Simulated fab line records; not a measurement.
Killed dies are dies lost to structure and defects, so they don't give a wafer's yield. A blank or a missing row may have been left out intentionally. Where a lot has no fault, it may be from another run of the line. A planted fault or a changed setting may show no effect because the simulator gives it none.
Split-lot experiment | flow n5-finfet | 21 wafers read across 7 lots, on a route 1938 steps long

## SPLIT DETAILS
At N5_BEOL_M11_EXPOSE_25 (exposes mask V10), the setting dose-mj was moved away from the recipe's 85.5 on 6 of the 21 wafers read, by -6.8% to +5.9%. The other wafers ran this setting at the recipe's value.

## FROM THE SPLIT TO THE READING: what the file shows between them, 2 steps
- N5_BEOL_M11_PEB_26: peb time 60 s
- N5_BEOL_M11_DEVELOP_27: develop time 30 s

## THE READING
cd-nm, in nm, at N5_BEOL_M11_CD_MEAS_28 (target cd 70 nm). A value of 69.8 nm with a standard deviation of 0.87 nm is what fault-free wafers of this fab line usually give.

wafer  | tool, chamber at the split | dose-mj as run | against the recipe | cd-nm, nm | against lot-mates on the recipe
L074.1 | arfi-scanner-01, 0         | 85.5           | recipe             | 69.9      | -
L074.3 | arfi-scanner-01, 0         | 83.15          | -2.7%              | 67.0      | -2.9
L074.5 | arfi-scanner-01, 0         | 83.15          | -2.7%              | 67.3      | -2.6
L077.3 | arfi-scanner-01, 0         | 85.5           | recipe             | 69.4      | -
L077.4 | arfi-scanner-01, 0         | 85.5           | recipe             | 69.5      | -
L077.6 | arfi-scanner-01, 0         | 85.5           | recipe             | 69.4      | -
L080.2 | arfi-scanner-01, 0         | 85.5           | recipe             | 70.4      | -
L080.4 | arfi-scanner-01, 0         | 85.5           | recipe             | 70.3      | -
L080.6 | arfi-scanner-01, 0         | 85.5           | recipe             | 70.1      | -
L082.1 | arfi-scanner-03, 0         | 80.92          | -5.4%              | 66.4      | -4.6
L082.2 | arfi-scanner-03, 0         | 85.5           | recipe             | 71.7      | -
L082.6 | arfi-scanner-03, 0         | 85.5           | recipe             | 70.3      | -
L084.2 | arfi-scanner-03, 0         | 85.5           | recipe             | 70.3      | -
L084.4 | arfi-scanner-03, 0         | 85.5           | recipe             | 70.1      | -
L084.6 | arfi-scanner-03, 0         | 79.65          | -6.8%              | 63.6      | -6.6
L091.2 | arfi-scanner-02, 0         | 85.5           | recipe             | 69.1      | -
L091.3 | arfi-scanner-02, 0         | 90.05          | +5.3%              | 72.4      | +3.7
L091.4 | arfi-scanner-02, 0         | 85.5           | recipe             | 68.4      | -
L094.1 | arfi-scanner-03, 0         | 90.53          | +5.9%              | 74.9      | +5.2
L094.2 | arfi-scanner-03, 0         | 85.5           | recipe             | 69.5      | -
L094.3 | arfi-scanner-03, 0         | 85.5           | recipe             | 69.8      | -

THE FIT
A straight line over all 21 wafers: cd-nm changes by +0.773 nm for each +1% of dose-mj; r = +0.94; the points scatter about the line by 0.81 nm.
The same after taking each lot's own level away (the mean of its wafers on the recipe; 21 wafers): +0.876 nm for each +1%; r = +0.99; scatter 0.39 nm.
The reading moves by 6 nm for the largest change in dose-mj, on that fit.
Across the lots, their own levels run from 68.75 to 71.00 nm, a range of 2.6 times the standard deviation given above.
So the lot-to-lot level changes the slope: the two fits differ.
Check: for one of the wafers moved furthest among these (-6.8%), held out of the fit, the line's prediction against its lot-mates is -5.85 nm. It came out at -6.6 nm against them.

## ADDITIONAL SPLITS CARRIED BY THESE WAFERS
Note: prior to the reading, these wafers also went through further splits. Each is held against what the fit with the lots' levels taken away leaves over:
other split on the same wafers   | wafers away from the commonest value | r with cd-nm (lot level and that fit taken away)
N5_BEOL_M7_ETCH_41 source-w      | 4                                    | -0.20
N5_BEOL_M8_ETCH_65 source-w      | 6                                    | -0.11
N5_BEOL_M9_TRENCH_ETCH_37 bias-w | 7                                    | +0.27
N5_BEOL_M10_COAT_64 spin-rpm     | 6                                    | -0.16
N5_BEOL_M10_PEB_26 peb-time-s    | 9                                    | +0.00

## THE FILE'S OWN FIT
cd-nm changes by +0.88 nm for each +1% of dose-mj, r = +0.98.
